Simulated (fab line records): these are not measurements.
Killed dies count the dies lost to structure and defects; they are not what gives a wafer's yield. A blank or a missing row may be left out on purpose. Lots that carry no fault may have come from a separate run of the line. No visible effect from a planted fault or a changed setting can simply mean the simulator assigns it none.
Problem report in the 8D (eight disciplines) form, filled by code / flow n5 finfet / the parts of the form that need people (team, actions taken, sign-off) are left out

== 1. WHAT IS WRONG ==
Across 3 wafers from 3 lots, M11_THK at N5_BEOL_M11_THK_MEAS_53 averages 255.7 nm, while fault-free wafers read 138.1 nm with a standard deviation of 2.1. That puts it +56 standard deviations away from the usual mean.
The step: measures by xrf.
Earliest sighting: wafer L828.1 on film metro-02 at day 14 12:51. At this step, 22 wafers from 8 lots have a number in the record. Rule for "out", or "out of limits": more than 4 standard deviations from the usual mean. The rest of the wafers with a number are treated as sound.

== 2. WHAT IT IS, WHAT IT ISN'T ==
question=which readings at this step | is=M11_THK | is not=-
question=which lots | is=L828, L829, L830 | is not=L814, L817, L819, L834, L835
question=which wafers of those lots | is=L828.1, L829.3, L830.3 | is not=L828.5, L829.5, L830.2, L830.4
question=read on which gauges | is=film metro-01, film metro-02 | is not=-
question=when | is=from day 14 12:51 | is not=up to then (10 sound wafers); but 9 sound wafers of L829, L830, L834, L835 came after

== 3. SUSPECTS, AND WHAT RULES EACH OUT ==
Counting: a tool at a process step up to the reading stays a suspect if it ran every lot that is out. Sound lots after the first of them don't rule it out here, since some wafers of a struck lot are sound.
- ruled out: the gauge at N5_BEOL_M11_THK_MEAS_53. The wafers that are out were read on 2 gauges (film metro-01, film metro-02).
- rie diel-03 at N5_BEOL_M11_DESCUM_33 (chemistry O2, time 7.9 s): kept. Every lot that is out went through it, the first being L828 (day 14 10:11); the last sound lot it ran before that was L817 (day 11 21:20).
- rie diel-03 at N5_BEOL_M11_VIA_ETCH_34 (etches SiCOH lowk in C4F6/O2, target depth 184.5 nm, time 69.2 s): kept. Every lot that is out went through it, the first being L828 (day 14 10:23); the last sound lot it ran before that was L817 (day 11 21:33).
- rie diel-03 at N5_BEOL_M11_TRENCH_ETCH_37 (etches SiCOH lowk in C4F6/O2, target depth 148.83 nm, time 48 s): kept. Every lot that is out went through it, the first being L828 (day 14 12:34); the last sound lot it ran before that was L817 (day 12 00:42). With no start given for some of its lots, N5_BEOL_M11_TRENCH_ETCH_37 uses the hours and lot order of N5_BEOL_M11_CMP_52.
- cmp-03 at N5_BEOL_M11_CMP_52 (polishes, stops on SiCOH lowk, t overpolish 7 s, target thk 140 nm): kept. Every lot that is out went through it, the first being L828 (day 14 12:34); the last sound lot it ran before that was L819 (day 12 06:38). Its own readings are out on those wafers: barrier field endpoint s, overpolish run s, time to endpoint s.
Left after counting: rie diel-03 at N5_BEOL_M11_DESCUM_33, rie diel-03 at N5_BEOL_M11_VIA_ETCH_34, rie diel-03 at N5_BEOL_M11_TRENCH_ETCH_37, cmp-03 at N5_BEOL_M11_CMP_52.

== 4. THE CAUSE (what the simulator had put in) ==
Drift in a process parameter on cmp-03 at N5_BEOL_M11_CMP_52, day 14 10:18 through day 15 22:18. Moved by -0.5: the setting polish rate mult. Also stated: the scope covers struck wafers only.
4 suspects survive the count, and this tool is in that group.

== 5. THE CHAIN OF EFFECTS, in route order ==
One row per reading whose mean, taken over the struck wafers that have a number, lies over 3 standard deviations from the usual. Only readings whose record carries a usual standard deviation are examined. hours: median over the lots of the time between each lot's start at the first step of this table that gives one and its start at this step. sigmas: the change, counted in usual standard deviations.
hours=0; step=N5_BEOL_M11_CMP_52; reading=barrier field endpoint s; usual=29.0 s; on struck wafers=46.9; change=+17.9; sigmas=+24
hours=0; step=N5_BEOL_M11_CMP_52; reading=overpolish run s; usual=7.000 s; on struck wafers=0.044; change=-6.956; sigmas=-99 or more
hours=0; step=N5_BEOL_M11_CMP_52; reading=time to endpoint s; usual=66.6 s; on struck wafers=86.0; change=+19.4; sigmas=+6.9
hours=0; step=N5_BEOL_M11_THK_MEAS_53; reading=M11_THK; usual=138.1 nm; on struck wafers=255.7; change=+117.6; sigmas=+56
hours=0; step=N5_BEOL_M11_INSPECT_58; reading=raw defect count; usual=69; on struck wafers=1088; change=+1019; sigmas=+51
hours=49; step=N5_PASSIVATION_PROBE_49; reading=defect limited yield; usual=91.3 %; on struck wafers=0.0; change=-91.3; sigmas=-65
hours=49; step=N5_PASSIVATION_PROBE_49; reading=killed_at_M4_up; usual=15; on struck wafers=1090; change=+1075; sigmas=+99 or more
hours=49; step=N5_PASSIVATION_PROBE_49; reading=killed dies; usual=103; on struck wafers=1180; change=+1077; sigmas=+67
hours=49; step=N5_PASSIVATION_PROBE_49; reading=killed on rim; usual=14; on struck wafers=152; change=+138; sigmas=+34
hours=49; step=N5_PASSIVATION_PROBE_49; reading=sort n pass; usual=1077; on struck wafers=0; change=-1077; sigmas=-67
hours=49; step=N5_PASSIVATION_PROBE_49; reading=sort yield pct; usual=91.3 %; on struck wafers=0.0; change=-91.3; sigmas=-65
Here are the process steps it includes:
- N5_BEOL_M11_CMP_52: polishes, stops on SiCOH lowk, t overpolish 7 s, target thk 140 nm.
- N5_PASSIVATION_PROBE_49

== 6. HOW IT WOULD HAVE BEEN CAUGHT EARLIER ==
Counted from the fault's start at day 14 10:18, it took 3 hours until the first out-of-limits reading at a measuring or inspecting step in this record, taken at day 14 12:51.
At N5_BEOL_M11_CMP_52, the tool's own readings (barrier field endpoint s, overpolish run s, time to endpoint s) were out on each struck wafer the step has a row for, so an alarm limit on them would have fired on the first such wafer.
Of the lots that are out (3), L830, L829 began N5_BEOL_M11_CMP_52 on cmp-03 after day 14 12:51. A hold on the tool at that time would have spared those 2.
